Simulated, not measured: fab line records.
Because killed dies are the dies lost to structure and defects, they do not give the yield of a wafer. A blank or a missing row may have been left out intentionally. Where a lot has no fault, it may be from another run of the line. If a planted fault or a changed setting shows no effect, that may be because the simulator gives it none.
The tool behind it: which one? :: flow nand-harc :: 6 lots, 18 wafers sampled, at 2 steps of a route of 1159

WHAT THE GAUGES READ, wafer by wafer
NHARC_P_ZERO_WELL_CD_MEAS_37: the cd target is 720 nm.
lot: L158
measured: day 2 16:00
on: cd-sem-01
cd-nm (nm): 719.8 718.5 717.8

lot: L160
measured: day 3 06:51
on: cd-sem-03
cd-nm (nm): 719.1 719.5 721.8

lot: L162
measured: day 3 15:59
on: cd-sem-01
cd-nm (nm): 719.2 716.7 717.3

lot: L168
measured: day 5 04:07
on: cd-sem-01
cd-nm (nm): 685.2 685.3 687.3

lot: L170
measured: day 5 16:17
on: cd-sem-02
cd-nm (nm): 686.6 688.3 684.8

lot: L172
measured: day 6 04:16
on: cd-sem-03
cd-nm (nm): 717.2 716.9 717.2

TOOL THAT RAN EACH LOT (tool first, then ch and the chambers of the sampled wafers, then the start)
lot: L158
NHARC_P_ZERO_WELL_EXPOSE_34: krf-scanner-04 ch 0, day 2 15:51

lot: L160
NHARC_P_ZERO_WELL_EXPOSE_34: krf-scanner-04 ch 0, day 3 06:41

lot: L162
NHARC_P_ZERO_WELL_EXPOSE_34: krf-scanner-01 ch 0, day 3 15:50

lot: L168
NHARC_P_ZERO_WELL_EXPOSE_34: krf-scanner-02 ch 0, day 5 03:58

lot: L170
NHARC_P_ZERO_WELL_EXPOSE_34: krf-scanner-02 ch 0, day 5 16:09

lot: L172
NHARC_P_ZERO_WELL_EXPOSE_34: krf-scanner-01 ch 0, day 6 04:07
- NHARC_P_ZERO_WELL_EXPOSE_34: exposes mask P PWELL, target cd 720 nm.

THE ANSWER, worked out from the rows above alone
Rule: the lots themselves supply what counts as usual. The widest of any qualifying gaps counts: lots, ordered by their means at a reading, are off when they make up no more than a third of the lots, leave a main group of 4 or more, and stand apart from it by 3 or more times the standard deviation of that group's means. A main group is skipped when, at the precision printed for the reading in the tables above, its means are all equal. A lot without any number at a reading at which 4 lots or more have one is off too. Where the step has rows for the other lots, those lots are counted as sound.
Off at NHARC_P_ZERO_WELL_CD_MEAS_37 (cd-nm): L168, L170. For the main group the mean is 718.4 nm and the standard deviation 1.1.
If a tool, at a process step before that reading, ran all the lots that are off and no sound lot after the first of them, it fits. Those tools and the gauges at NHARC_P_ZERO_WELL_CD_MEAS_37 are tried in the same way. One fits: NHARC_P_ZERO_WELL_EXPOSE_34 on krf-scanner-02. It ran no sound lot before its first lot that is off in this sample, so the start can't be narrowed down.

WHAT WAS PUT IN BY THE SIMULATOR
Drift in process parameters on krf-scanner-02 at NHARC_P_ZERO_WELL_EXPOSE_34, starting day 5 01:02. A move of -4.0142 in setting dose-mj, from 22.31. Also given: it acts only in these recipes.
Lots struck among those shown: L168, L170. The rule given above showed the same thing.
